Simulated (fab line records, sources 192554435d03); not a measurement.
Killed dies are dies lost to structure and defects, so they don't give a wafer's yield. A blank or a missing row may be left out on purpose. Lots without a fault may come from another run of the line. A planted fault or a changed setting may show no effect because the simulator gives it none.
Split-lot experiment | flow n5_finfet | 7 lots, 21 wafers read, on a route of 1938 steps

THE SPLIT
At N5_BEOL_M2_COAT_67 (time 60 s, resist thk 60 nm), the setting spin_rpm was moved away from the recipe's 1500 rpm on 7 of the 21 wafers read, by -10.5% to +9.1%. The other wafers ran this setting at the recipe's value.

FROM THE SPLIT TO THE READING: what the file shows between them, 5 steps
- N5_BEOL_M2_EXPOSE_25: exposes mask V1, defocus 5 nm (also split here: dose_mj)
- N5_BEOL_M2_PEB_26: peb time 60 s
- N5_BEOL_M2_DEVELOP_27: develop time 30 s
- N5_BEOL_M2_ALD_98: deposits SiO2, target thk 2.5 nm, pulse time 1 s, co reactant pulse time 1 s
- N5_BEOL_M2_ETCHBACK_99: etches SiO2 in CHF3, target depth 5 nm, time 10.4 s

THE READING
etch.depth_nm (the simulator's own value, which no gauge read), in nm, at N5_BEOL_M2_ETCH_70 (etches SOC in N2/H2, target depth 80 nm, overetch 24 nm, time 130 s). The file gives no usual value for it. The 14 wafers here that ran the recipe average 60.04 nm, standard deviation 0.16 nm.

wafer  | tool, chamber at the split | spin_rpm as run, rpm | against the recipe | etch.depth_nm, nm | against lot-mates on the recipe
L076.1 | litho_track-03, 0          | 1500                 | recipe             | 60.02             | -
L076.4 | litho_track-03, 0          | 1500                 | recipe             | 60.16             | -
L076.6 | litho_track-03, 0          | 1500                 | recipe             | 60.18             | -
L077.2 | litho_track-03, 0          | 1342                 | -10.5%             | 63.14             | +3.31
L077.3 | litho_track-03, 0          | 1342                 | -10.5%             | 63.17             | +3.34
L077.6 | litho_track-03, 0          | 1500                 | recipe             | 59.83             | -
L082.1 | litho_track-02, 0          | 1500                 | recipe             | 60.07             | -
L082.4 | litho_track-02, 0          | 1354                 | -9.7%              | 63.26             | +3.19
L082.5 | litho_track-02, 0          | 1354                 | -9.7%              | 63.42             | +3.35
L086.2 | litho_track-02, 0          | 1500                 | recipe             | 59.81             | -
L086.3 | litho_track-02, 0          | 1500                 | recipe             | 60.01             | -
L086.6 | litho_track-02, 0          | 1368                 | -8.8%              | 62.64             | +2.73
L093.1 | litho_track-03, 0          | 1500                 | recipe             | 59.8              | -
L093.2 | litho_track-03, 0          | 1500                 | recipe             | 60.17             | -
L093.6 | litho_track-03, 0          | 1500                 | recipe             | 59.91             | -
L094.1 | litho_track-05, 0          | 1500                 | recipe             | 60.35             | -
L094.3 | litho_track-05, 0          | 1500                 | recipe             | 60.17             | -
L094.6 | litho_track-05, 0          | 1636                 | +9.1%              | 57.53             | -2.73
L097.2 | litho_track-05, 0          | 1500                 | recipe             | 60.05             | -
L097.3 | litho_track-05, 0          | 1500                 | recipe             | 60                | -
L097.5 | litho_track-05, 0          | 1347                 | -10.2%             | 63.33             | +3.30

THE FIT
A straight line over all 21 wafers: etch.depth_nm changes by -0.307 nm for each +1% of spin_rpm; r = -0.99; the points scatter about the line by 0.19 nm.
The same after taking each lot's own level away (the mean of its wafers on the recipe; 21 wafers): -0.319 nm for each +1%; r = -1.00; scatter 0.11 nm.
On that fit, the largest move of spin_rpm shifts the reading by 3.4 nm.
The lots' own levels span 59.830 to 60.260 nm, that is 2.8 times the standard deviation above.
So the lot-to-lot level changes the slope little: the two slopes agree.
Check: with one of the wafers moved furthest among these (-10.5%) left out of the fit, the line predicts +3.39 nm for it against its lot-mates. It came out at +3.31 nm against them.

OTHER SPLITS ON THESE WAFERS
These wafers also went through other splits before the reading. Each is held against what the fit with the lots' levels taken away leaves over:
other split on the same wafers            | wafers away from the commonest value | r with etch.depth_nm (lot level and that fit taken away)
N5_BEOL_M0_SAQP_SPACER1_ALD_98 ald_cycles | 6                                    | -0.14
N5_BEOL_M0_SAQP_ETCH_106 target_depth_a   | 8                                    | -0.02
N5_BEOL_M1_ETCH_74 bias_w                 | 3                                    | -0.02
N5_BEOL_M1_ETCH_64 bias_w                 | 7                                    | -0.02
N5_BEOL_M2_COAT_62 spin_rpm               | 8                                    | +0.28
N5_BEOL_M2_COAT_73 spin_rpm               | 6                                    | -0.04
N5_BEOL_M2_EXPOSE_25 dose_mj              | 7                                    | +0.18

THE WHOLE CHAIN: every reading that the file lists as answering this split, in the file's order
step               | what it does                                                        | reading                                                                        | change (the file's fit)               | r (the file's)
N5_BEOL_M2_COAT_67 | time 60 s, resist thk 60 nm                                         | SOC_of_BEOL_M2_COAT_67.thk_nm (the simulator's own value, which no gauge read) | -0.321 nm for each +1% of the setting | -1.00
N5_BEOL_M2_ETCH_70 | etches SOC in N2/H2, target depth 80 nm, overetch 24 nm, time 130 s | etch.depth_nm (the simulator's own value, which no gauge read)                 | -0.318 nm for each +1% of the setting | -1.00

THE FILE'S OWN FIT
etch.depth_nm changes by -0.318 nm for each +1% of spin_rpm, r = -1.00.
